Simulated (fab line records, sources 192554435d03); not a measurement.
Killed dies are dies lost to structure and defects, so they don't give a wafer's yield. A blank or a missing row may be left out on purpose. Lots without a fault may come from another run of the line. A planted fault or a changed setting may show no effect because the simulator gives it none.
Which tool did it? | flow n5_finfet | 12 lots, 36 wafers sampled, at 4 steps of a route of 1938

WHAT THE GAUGES READ, wafer by wafer
N5_WELL_APT_INSPECT_27: inspects for defects (macro).
lot  | measured    | on                | raw_defect_count
L075 | day 1 21:10 | defect_inspect-01 | 4 0 2
L077 | day 2 08:59 | defect_inspect-01 | 1 0 1
L079 | day 2 20:59 | defect_inspect-02 | 1 2 1
L081 | day 3 08:55 | defect_inspect-02 | 0 3 3
L083 | day 3 21:13 | defect_inspect-02 | 1 3 3
L085 | day 4 09:26 | defect_inspect-02 | 3 2 3
L087 | day 4 21:01 | defect_inspect-01 | 6 2 1
L089 | day 5 09:12 | defect_inspect-01 | 2 0 2
L091 | day 5 21:52 | defect_inspect-01 | 2 2 2
L093 | day 6 09:33 | defect_inspect-02 | 2 1 4
L095 | day 6 21:08 | defect_inspect-01 | 2 3 0
L097 | day 7 10:30 | defect_inspect-01 | 2 2 1

WHICH TOOL RAN EACH LOT (tool, then ch and the chambers of the sampled wafers, then the start)
lot  | N5_ZERO_LAYER_PECVD_02         | N5_ZERO_LAYER_ETCH_17             | N5_ZERO_LAYER_ETCH_18
L075 | pecvd-01 ch 0,2, day 1 18:18   | rie_diel-01 ch 0,2,3, day 1 18:53 | rie_si-04 ch 1,2, day 1 18:58
L077 | pecvd-04 ch 1,2, day 2 06:17   | rie_diel-01 ch 0,1, day 2 06:50   | rie_si-01 ch 0,1,3, day 2 06:55
L079 | pecvd-02 ch 0,1, day 2 18:17   | rie_diel-03 ch 0,1,3, day 2 18:43 | rie_si-03 ch 0,2,3, day 2 18:47
L081 | pecvd-01 ch 0,1,2, day 3 06:18 | rie_diel-03 ch 0,1,3, day 3 06:44 | rie_si-03 ch 0,1, day 3 06:48
L083 | pecvd-01 ch 1,2, day 3 18:17   | rie_diel-04 ch 0,1, day 3 19:02   | rie_si-03 ch 0,1, day 3 19:07
L085 | pecvd-02 ch 0,1,2, day 4 06:17 | rie_diel-03 ch 0,2,3, day 4 06:50 | rie_si-04 ch 1,3, day 4 06:55
L087 | pecvd-02 ch 0,1,2, day 4 18:18 | rie_diel-04 ch 1,3, day 4 18:52   | rie_si-01 ch 0,2,3, day 4 18:56
L089 | pecvd-02 ch 0,1,2, day 5 06:20 | rie_diel-04 ch 2,3, day 5 06:56   | rie_si-03 ch 2,3, day 5 07:00
L091 | pecvd-02 ch 0,1, day 5 18:28   | rie_diel-01 ch 0,1,3, day 5 19:03 | rie_si-01 ch 1,2,3, day 5 19:07
L093 | pecvd-04 ch 0,1,2, day 6 06:17 | rie_diel-01 ch 1,2,3, day 6 06:50 | rie_si-01 ch 0,2,3, day 6 06:55
L095 | pecvd-02 ch 0,1,2, day 6 18:17 | rie_diel-03 ch 1,2,3, day 6 18:51 | rie_si-01 ch 0,1,2, day 6 18:55
L097 | pecvd-04 ch 0,1, day 7 06:17   | rie_diel-01 ch 0,1,3, day 7 06:53 | rie_si-01 ch 0,1,2, day 7 06:58
- N5_ZERO_LAYER_PECVD_02: deposits SiO2 from SiH4/N2O, target thk 10 nm, time 6 s.
- N5_ZERO_LAYER_ETCH_17: etches SiO2 in CF4, target depth 12 nm, time 13.3 s.
- N5_ZERO_LAYER_ETCH_18: etches Si in HBr/Cl2, target depth 120 nm, time 40 s.

THE ANSWER, worked out from the rows above alone
Rule: what is usual is taken from the lots themselves. Put in order of their means at a reading, lots are off if they are a third of the lots or fewer, leave a main group of 4 or more, and stand apart from it by a gap of 3 or more times the standard deviation of the main group's means; of several such gaps the widest counts. A main group whose means are all the same, to the digits that the tables above print for the reading, isn't used. A lot without any number at a reading at which 4 lots or more have one is off too. The other lots that the step has rows for count as sound.
No lot is off at any reading shown: from this, nothing can be told.

WHAT THE SIMULATOR HAD PUT IN
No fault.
